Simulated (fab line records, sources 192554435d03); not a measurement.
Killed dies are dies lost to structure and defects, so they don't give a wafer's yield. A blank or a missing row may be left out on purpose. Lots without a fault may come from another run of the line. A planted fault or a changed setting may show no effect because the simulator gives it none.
A struck lot beside a sound one | flow n5_finfet | 15 steps out of a route of 1938
Sound: wafers L980.1, L980.2, L980.6. Struck: wafer L990.1. (L990.5 of the same lot was not struck and is left out.) The cause comes at the end.
At each step with rows: each side's tool, then ch and its chambers, then its first start. Under that, the readings that differ: sound wafers | struck wafers | difference of the means | sigmas: that difference in standard deviations of wafers without a fault.
alike: readings whose means differ by less than 2 such deviations, and words and numbers that are the same on both sides. not compared: withheld readings, readings that some wafer has no value for, bounds like >300 that may hide the same value, and numbers for which the record gives no deviation and whose values overlap.
The two part at a step that has a row with sigmas, a row that says differs or no value, or rows on one side only. Numbers that don't overlap but have no deviation are shown without sigmas and don't part them. A reading that every wafer of one side lacks parts them only if that side has two wafers or more.

first, 7 steps without rows for these wafers: N5_BEOL_M12_COAT_22 (resist thk 300 nm); N5_BEOL_M12_EBR_24; N5_BEOL_M12_SOFTBAKE_23 (time 60 s); N5_BEOL_M12_EXPOSE_25 (exposes mask M12); N5_BEOL_M12_PEB_26 (peb time 90 s); N5_BEOL_M12_DEVELOP_27 (develop time 45 s); N5_BEOL_M12_HARDBAKE_32 (time 120 s).
N5_BEOL_M12_CD_MEAS_28: target cd 160.2 nm.
  sound on cd_sem-02 ch 0, day 10 20:29; struck on cd_sem-01 ch 0, day 13 04:19
  alike: cd_nm
N5_BEOL_M12_OVL_MEAS_29:
  sound on overlay-01 ch 0, day 10 20:31; struck on overlay-02 ch 0, day 13 04:20
  alike: M12_OVL
N5_BEOL_M12_INSPECT_30: inspects for defects (macro).
  sound on defect_inspect-01, day 10 20:32; struck on defect_inspect-02, day 13 04:22
  alike: raw_defect_count
N5_BEOL_M12_DESCUM_33: chemistry O2, time 7.9 s.
  sound on rie_diel-02 ch 1,2,3, day 10 20:39; struck on rie_diel-06 ch 1, day 13 04:24
  alike: drypump_motor_current_A, oes_product_au, rf_vpp_V, showerhead_plenum_p_Torr, throttle_valve_pct
  not compared: rf_hours_counter_h
N5_BEOL_M12_ETCH_67: etches SiARC in CF4, target depth 143 nm, time 238.3 s.
  sound on rie_diel-02 ch 1,2,3, day 10 20:41; struck on rie_diel-06 ch 1, day 13 04:26
  alike: bias_w, drypump_motor_current_A, etch_rf_on_time_s, oes_product_au, rf_vpp_V, showerhead_plenum_p_Torr, throttle_valve_pct
  not compared: rf_hours_counter_h
N5_BEOL_M12_ETCH_68: etches SOC in N2/H2, time 285 s.
  sound on rie_diel-02 ch 1,2,3, day 10 20:50; struck on rie_diel-06 ch 1, day 13 04:35
  reading                                     | sound             | struck | difference | sigmas
  run_length_s (s)                            | 308.5 308.7 307.8 | 298.9  | -9.4       | -22
  model.SiARC_of_BEOL_M12_COAT_66.thk_nm (nm) | 85.6 86.2 86.2    | 86.6   | +0.6       |
  alike: drypump_motor_current_A, h2_flow_sccm, oes_product_au, rf_vpp_V, showerhead_plenum_p_Torr, throttle_valve_pct
  not compared: bias_w, rf_hours_counter_h
then, 1 step without rows for these wafers: N5_BEOL_M12_STRIP_69 (strips in N2/H2).
N5_PASSIVATION_PROBE_49:
  the record has rows for the sound wafers here (prober-01, day 12 16:42) and none for the struck ones

WHERE THEY PART
First at N5_BEOL_M12_ETCH_68; last, within this record, at N5_PASSIVATION_PROBE_49.

WHY: what the simulator had put in
Process parameter drift: rie_diel-06, from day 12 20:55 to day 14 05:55, at N5_BEOL_M12_ETCH_68. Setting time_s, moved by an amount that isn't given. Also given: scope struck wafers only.
